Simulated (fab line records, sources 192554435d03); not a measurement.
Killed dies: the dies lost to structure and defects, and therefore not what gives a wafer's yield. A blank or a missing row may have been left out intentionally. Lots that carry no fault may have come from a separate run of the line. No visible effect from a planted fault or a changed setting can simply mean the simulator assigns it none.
Chamber matching | flow n5 finfet | rie diel-04 running N5_BEOL_M8_ETCH_72: 4 sister chambers
The step etches underlayer in N2/H2, target depth 6.5 nm, time 5.2 s. 8 wafers are shown with their chamber, then 12 later ones without.

## EACH WAFER AND ITS CHAMBER
wafer  | chamber | drypump motor current A (A) | throttle valve pct (%)
L079.6 | 3       | 5.5                         | 17.91
L081.5 | 1       | 5.5                         | 18.11
L084.1 | 1       | 5.5                         | 18.11
L084.2 | 2       | 5.1                         | 17.64
L084.3 | 3       | 5.5                         | 17.95
L088.1 | 2       | 5.2                         | 17.63
L088.3 | 0       | 6.2                         | 17.39
L088.4 | 0       | 6.2                         | 17.38

## WAFERS WITHOUT THEIR CHAMBER
wafer  | drypump motor current A (A) | throttle valve pct (%)
L091.2 | 5.1                         | 17.64
L091.5 | 5.1                         | 17.65
L091.6 | 5.5                         | 17.97
L092.1 | 6.3                         | 17.39
L092.4 | 5.5                         | 18.11
L092.6 | 5.2                         | 17.63
L094.1 | 6.2                         | 17.41
L094.2 | 5.5                         | 17.99
L094.6 | 5.5                         | 17.99
L097.1 | 5.1                         | 17.66
L097.2 | 5.5                         | 18.00
L097.5 | 5.1                         | 17.65

## WHICH CHAMBER EACH ONE RAN IN
wafer  | from the rows above | in truth
L091.2 | 2                   | 2
L091.5 | 2                   | 2
L091.6 | 3                   | 3
L092.1 | 0                   | 0
L092.4 | 1                   | 1
L092.6 | 2                   | 2
L094.1 | 0                   | 0
L094.2 | 3                   | 3
L094.6 | 3                   | 3
L097.1 | 2                   | 2
L097.2 | 3                   | 3
L097.5 | 2                   | 2
12 of 12 placed correctly. Can't be placed from these rows: 0. Wrongly placed: 0.
How it was worked out, from the rows above alone: a wafer's distance from a chamber is the root of the sum, over the readings, of the square of ((its reading less the chamber's mean) divided by the reading's scatter). The wafer belongs to the nearest chamber; if the next one is less than 2 further off, it can't be placed. For every chamber, the mean is computed from those of its wafers that are shown. How the scatter is found: for the shown wafers, subtract from each reading the mean of its chamber, square and add these, divide the total by (wafers less chambers), then take the root.
